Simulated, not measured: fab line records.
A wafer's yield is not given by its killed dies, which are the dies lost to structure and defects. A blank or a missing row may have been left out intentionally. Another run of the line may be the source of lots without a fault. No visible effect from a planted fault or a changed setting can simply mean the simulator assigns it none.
A struck lot beside a sound one ; flow nand-harc ; 17 steps out of a route of 1159
Sound: wafers L616.1, L616.5, L616.6. Struck: wafers L628.4, L628.5 (left out: L628.6, a lot-mate that was not struck); the cause follows at the end.
Per side, at each step with rows, come the tool, then ch with its chambers, and then its first start. Under that, the readings that differ: sound wafers ; struck wafers ; difference of the means ; sigmas: that difference in standard deviations of wafers without a fault.
alike: readings with means less than 2 such deviations apart, plus words and numbers identical on both sides. not compared: withheld readings, readings lacking a value on some wafer, bounds such as >300 that could conceal the same value, and numbers that have no deviation in the record and whose values overlap.
The two part at a step that has a row with sigmas, a row that says differs or no value, or rows on one side only. Numbers that have no deviation but don't overlap get no sigmas and don't part them. A reading that every wafer of one side lacks parts them only if that side has two wafers or more.

NHARC_A_M0_OVL_MEAS_10: pitch 160 nm.
  sound on overlay-02, day 18 05:16; struck on overlay-02, day 22 01:03
reading;sound;struck;difference;sigmas
overlay-x-nm (nm);-1.6 -2.5 -1.5;0.6 0.8;+2.6;+3
  alike: overlay-y-nm
NHARC_A_M0_INSPECT_11:
  sound on defect-inspect-01, day 18 05:19; struck on defect-inspect-02, day 22 01:05
  alike: raw-defect-count
NHARC_A_M0_DESCUM_14: chemistry O2, time 3 s.
  sound on rie-diel-06 ch 1,2, day 18 05:23; struck on rie-diel-13 ch 0, day 22 01:08
reading;sound;struck;difference;sigmas
rf-vpp-V (V);58.1 58.5 59.3;57.0 56.2;-2.0;-2
  alike: chamber-pressure-mTorr, drypump-motor-current-A, oes-product-au, showerhead-plenum-p-Torr, throttle-valve-pct
  not compared: rf-hours-counter-h
NHARC_A_M0_ETCH_34: etches the open film in N2/H2, target depth 40 nm, overetch 12 nm, time 43.94 s.
  sound on rie-diel-06 ch 0,1,2, day 18 05:28; struck on rie-diel-13 ch 0,1, day 22 01:14
  alike: chamber-pressure-mTorr, drypump-motor-current-A, h2-flow-sccm, oes-product-au, rf-vpp-V, showerhead-plenum-p-Torr, throttle-valve-pct
  not compared: rf-hours-counter-h
then, 1 step without rows for these wafers: NHARC_A_M0_ETCH_15 (etches the open film in C4F8/Ar, target depth 150 nm, overetch 15 nm, time 82.5 s).
NHARC_A_M0_CD_MEAS_16:
  sound on cd-sem-03, day 18 05:40; struck on cd-sem-03, day 22 01:27
  alike: cd-nm
NHARC_A_M0_STRIP_18: strips in N2/H2.
  sound on rie-diel-13 ch 0,2,3, day 18 05:47; struck on rie-diel-06 ch 1, day 22 01:32
reading;sound;struck;difference;sigmas
throttle-valve-pct (%);14.173 14.190 14.189;14.162 14.166;-0.020;-2
  alike: chamber-pressure-mTorr, drypump-motor-current-A, h2-flow-sccm, oes-product-au, rf-vpp-V, showerhead-plenum-p-Torr
  not compared: rf-hours-counter-h
then, 1 step without rows for these wafers: NHARC_A_M0_STRIP_19 (strips in post etch residue remover, time 600 s).
NHARC_A_M0_DEGAS_28: time 60 s.
  sound on pvd-sputter-01, day 18 06:19; struck on pvd-sputter-03, day 22 02:05
  alike: heater-power-w
NHARC_A_M0_PRE_CLEAN_29: time 30 s.
  sound on pvd-sputter-01; struck on pvd-sputter-03
  alike: heater-power-w
then, 2 steps without rows for these wafers: NHARC_A_M0_PVD_20 (deposits TaN, target thk 5 nm, time 8.06 s); NHARC_A_M0_PVD_21 (deposits Cu, target thk 30 nm, time 20.49 s).
NHARC_A_M0_ECD_22: material Cu, target thk 400 nm.
  sound on ecd-cu-01 ch 0,1, day 18 06:39; struck on ecd-cu-01 ch 0,1, day 22 02:35
then, 1 step without rows for these wafers: NHARC_A_M0_ANNEAL_30 (time 90 s).
NHARC_A_M0_CMP_23: polishes, t overpolish 20 s, target thk 113.75 nm.
  sound on cmp-04 ch 1,2,3, day 18 07:28; struck on cmp-02 ch 3, day 22 03:14
reading;sound;struck;difference;sigmas
time-to-endpoint-s (s);26.7 23.4 26.4;46.2 44.4;+19.8;+10
  alike: edge-zone-pressure-frac, motor-current-A
  not compared: pad-life-wafers
NHARC_A_M0_THK_MEAS_24: measures by xrf.
  sound on film-metro-02, day 18 07:44; struck on film-metro-02, day 22 03:33
  alike: thk-nm
NHARC_END_SORT_01:
  only the struck wafers appear in the record here, on prober-02 ch 0 at day 23 18:56; the sound ones have no rows

## WHERE THEY PART
At NHARC_A_M0_OVL_MEAS_10 first; at NHARC_END_SORT_01 last (within this record only).

WHY: whatever the simulator had introduced
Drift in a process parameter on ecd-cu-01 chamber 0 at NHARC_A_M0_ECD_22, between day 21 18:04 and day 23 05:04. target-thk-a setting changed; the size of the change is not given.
